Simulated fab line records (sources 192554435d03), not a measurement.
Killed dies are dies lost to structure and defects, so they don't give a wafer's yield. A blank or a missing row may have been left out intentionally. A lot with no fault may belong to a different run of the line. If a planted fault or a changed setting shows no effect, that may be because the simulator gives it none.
Matching of chambers    flow n5-finfet    N5_FIN_CUT_DESCUM_13 on rie-diel-06: 4 sister chambers
The step chemistry O2, time 7 s. 8 wafers are shown with their chamber, then 8 later ones without.

## WAFERS, EACH WITH ITS CHAMBER
wafer   chamber  drypump-motor-current-A (A)  showerhead-plenum-p-Torr (Torr)
L076.1  1        5.98                         2.15
L079.3  0        5.49                         2.15
L079.6  2        5.96                         2.21
L081.3  0        5.46                         2.15
L086.1  3        5.06                         1.99
L086.4  1        5.97                         2.14
L086.5  2        5.94                         2.20
L095.2  3        5.06                         1.99

## WAFERS MISSING THEIR CHAMBER
wafer   drypump-motor-current-A (A)  showerhead-plenum-p-Torr (Torr)
L095.5  5.08                         1.99
L095.6  5.99                         2.14
L096.1  5.06                         1.99
L096.2  5.94                         2.20
L096.3  5.45                         2.14
L097.2  5.95                         2.20
L097.4  5.47                         2.14
L097.6  5.04                         1.99

## CHAMBER TAKEN BY EACH
wafer   from the rows above  in truth
L095.5  3                    3
L095.6  1                    1
L096.1  3                    3
L096.2  2                    2
L096.3  0                    0
L097.2  2                    2
L097.4  0                    0
L097.6  3                    3
Placed correctly: 8 of 8. From these rows, 0 cannot be placed. Number placed wrongly: 0.
How it was worked out, from the rows above alone: a wafer's distance from a chamber is the root of the sum, over the readings, of the square of ((its reading less the chamber's mean) divided by the reading's scatter). If the next closest chamber is less than 2 further off than the closest, the wafer can't be placed; otherwise it belongs to the closest. For every chamber, the mean is computed from those of its wafers that are shown. The scatter is the square root of a quotient: the sum, over the shown wafers, of each reading's squared deviation from its chamber's mean, divided by wafers minus chambers.
